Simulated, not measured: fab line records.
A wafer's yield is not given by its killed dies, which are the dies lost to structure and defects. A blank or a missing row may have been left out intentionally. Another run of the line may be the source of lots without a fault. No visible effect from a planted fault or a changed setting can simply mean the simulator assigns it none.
A lot that was struck, set against a sound lot -- flow n5-finfet -- 29 out of 1938 route steps
Sound: the wafers L512.1, L512.4, L512.5. Wafers struck: L529.1, L529.2, L529.4. The cause is named last.
For every step that has rows: the tool of each side, followed by ch and its chambers, followed by its first start. Under that, the readings that differ: sound wafers -- struck wafers -- difference of the means -- sigmas: that difference in standard deviations of wafers without a fault.
alike: same words and numbers on both sides, and readings whose means sit less than 2 such deviations apart. not compared: any withheld reading, any reading some wafer has no value for, any bound like >300 that may hide the same value, and any number with overlapping values for which the record gives no deviation.
A row with sigmas, a row that says differs or no value, or rows on one side alone: a step with any of these is where the two part. Numbers that don't overlap but have no deviation are shown without sigmas and don't part them. A reading missing from all wafers of one side parts the sides only when that side holds two or more wafers.

first, 2 steps without rows for these wafers: N5_BEOL_M8_ETCH_72 (etches underlayer in N2/H2, target depth 6.5 nm, time 5.2 s); N5_BEOL_M8_ETCH_65 (etches SiARC in CF4, target depth 15.6 nm, time 26 s).
N5_BEOL_M8_ETCH_66: etches SOC in N2/H2, target depth 80 nm, overetch 16 nm, time 120 s.
  sound on rie-diel-05 ch 0,1,3, day 10 03:59; struck on rie-diel-05 ch 2,3, day 15 08:22
  alike: drypump-motor-current-A, oes-product-au, rf-vpp-V, showerhead-plenum-p-Torr, throttle-valve-pct
  not compared: rf-hours-counter-h
then, 2 steps without rows for these wafers: N5_BEOL_M8_STRIP_69 (strips in N2/H2); N5_BEOL_M8_STRIP_73 (strips in N2/H2).
N5_BEOL_M8_VIA_ETCH_34: etches SiCOH lowk in C4F6/O2, target depth 125.5 nm, time 50.5 s.
  sound on rie-diel-05 ch 0,1,3, day 10 04:05; struck on rie-diel-05 ch 2,3, day 15 08:28
  alike: O2_flow_sccm, drypump-motor-current-A, oes-product-au, rf-vpp-V, showerhead-plenum-p-Torr, throttle-valve-pct
  not compared: rf-hours-counter-h
then, 5 steps without rows for these wafers: N5_BEOL_M8_STRIP_76 (strips in C4F6/O2); N5_BEOL_M8_STRIP_36 (strips in N2/H2); N5_BEOL_M8_TRENCH_ETCH_37 (etches SiCOH lowk in C4F6/O2, target depth 93.478 nm, time 31.2 s); N5_BEOL_M8_ETCH_41 (etches SiCN in CH3F/O2, target depth 31.9 nm, time 57.8 s); N5_BEOL_M8_STRIP_80 (strips in N2/H2, time 10 s).
N5_BEOL_M8_OCD_MEAS_38:
  struck on ocd-02, day 15 08:43; sound on ocd-02, day 10 04:20
  alike: trench-depth-nm
N5_BEOL_M8_HM_STRIP_39: strips TiN in peroxide tin strip, target depth 25 nm, time 158 s.
  sound on wet-bench-03 ch 0,4,6, day 10 04:25; struck on wet-bench-03 ch 2,5,6, day 15 08:45
  no value came back on the struck wafers for bath-guard-temp-C (C), bath-heat-duty-pct (%); on the sound wafers bath-guard-temp-C (C) reads 49.3 49.0 49.6
reading,sound,struck,difference,sigmas
model.TiN_of_BEOL_M8_HM_DEP_02.thk-nm (nm),0 0 0,17.2 17.4 17,+17.2,
then, 1 step without rows for these wafers: N5_BEOL_M8_SRD_40 (time 30 s).
N5_BEOL_M8_PRECLEAN_42: cleans in residue remover, time 60 s.
  sound on wet-bench-03 ch 0,4,6, day 10 04:28; struck on wet-bench-03 ch 2,5,6, day 15 08:49
reading,sound,struck,difference,sigmas
model.TiN_of_BEOL_M8_HM_DEP_02.thk-nm (nm),0 0 0,6.2 6.4 6,+6.2,
then, 1 step without rows for these wafers: N5_BEOL_M8_SRD_43 (time 30 s).
N5_BEOL_M8_CD_MEAS_35: the cd target is 40 nm.
  struck on cd-sem-02, day 15 08:52; sound on cd-sem-01, day 10 04:32
  alike: cd-nm
N5_BEOL_M8_CURE_75: cures SiCOH lowk, time 120 s.
  sound on uv-cure-02 ch 1, day 10 04:37; struck on uv-cure-01 ch 1, day 15 08:55
  alike: lamp-power-pct, wafer_temp_C_max
then, 2 steps without rows for these wafers: N5_BEOL_M8_DEGAS_44 (time 60 s); N5_BEOL_M8_PRE_CLEAN_45 (time 30 s).
N5_BEOL_M8_ALD_77: deposits TaN, target thk 2 nm, pulse time 2 s, purge time 3 s.
  sound on ald-metal-03 ch 1,2, day 10 05:14; struck on ald-metal-02 ch 0,2,3, day 15 09:26
  alike: heater-power-w
then, 2 steps without rows for these wafers: N5_BEOL_M8_SURFACE_TREAT_79; N5_BEOL_M8_CVD_78 (deposits Co from CCTBA/H2, target thk 2 nm, time 142.3 s).
N5_BEOL_M8_SPUTTER_48: material Cu, target thk 10 nm, time 1.667 s.
  struck on pvd-sputter-02, day 15 10:17; sound on pvd-sputter-01, day 10 06:31
  alike: bias-v, throttle-valve-pct
then, 2 steps without rows for these wafers: N5_BEOL_M8_ECD_50 (material Cu, target thk 300 nm); N5_BEOL_M8_ANNEAL_51 (time 90 s).
N5_BEOL_M8_CMP_52: polishes, stops on SiCOH lowk, t overpolish 6.9 s, target thk 80 nm.
  sound on cmp-01 ch 0,1,2, day 10 07:05; struck on cmp-02 ch 0,2,3, day 15 11:44
reading,sound,struck,difference,sigmas
barrier-field-endpoint-s (s),28.6 29.3 29.7,37.0 37.2 37.2,+7.9,+11
motor-current-A (A),5.1 5.8 5.7,7.3 6.1 7.3,+1.4,+2
  alike: slurry-filter-dp-kPa
N5_BEOL_M8_THK_MEAS_53: measures by xrf.
  struck on film-metro-01, day 15 11:59; sound on film-metro-02, day 10 07:19
  alike: M8_THK
-- the record jumps here: 3 days lie between the struck wafers' starts before and after (it left off in module BEOL_M8 and takes up again in module PASSIVATION, whose first step shown is number 1936 of the route) --
N5_PASSIVATION_PROBE_49:
  struck on prober-01, day 18 02:58; sound on prober-02, day 13 10:32
reading,sound,struck,difference,sigmas
killed-open,48 50 40,76 80 81,+33,+3
sort_bin_5_function (%),3.6 4.4 3.6,5.5 6.4 5.8,+2.0,+2
  alike: defect-limited-yield, killed_at_M0_to_M3, killed_at_M4_up, killed-at-contacts, killed-at-front-end, killed-at-other, killed-dies, killed-short, sort_bin_6_memory, sort-n-pass, sort-yield-pct

## WHERE THEY PART
First at N5_BEOL_M8_HM_STRIP_39; last, within this record, at N5_PASSIVATION_PROBE_49.

WHY: what had been put in by the simulator
Step skipped in full: wet-bench-03, at N5_BEOL_M8_HM_STRIP_39, from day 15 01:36 onward. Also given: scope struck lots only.
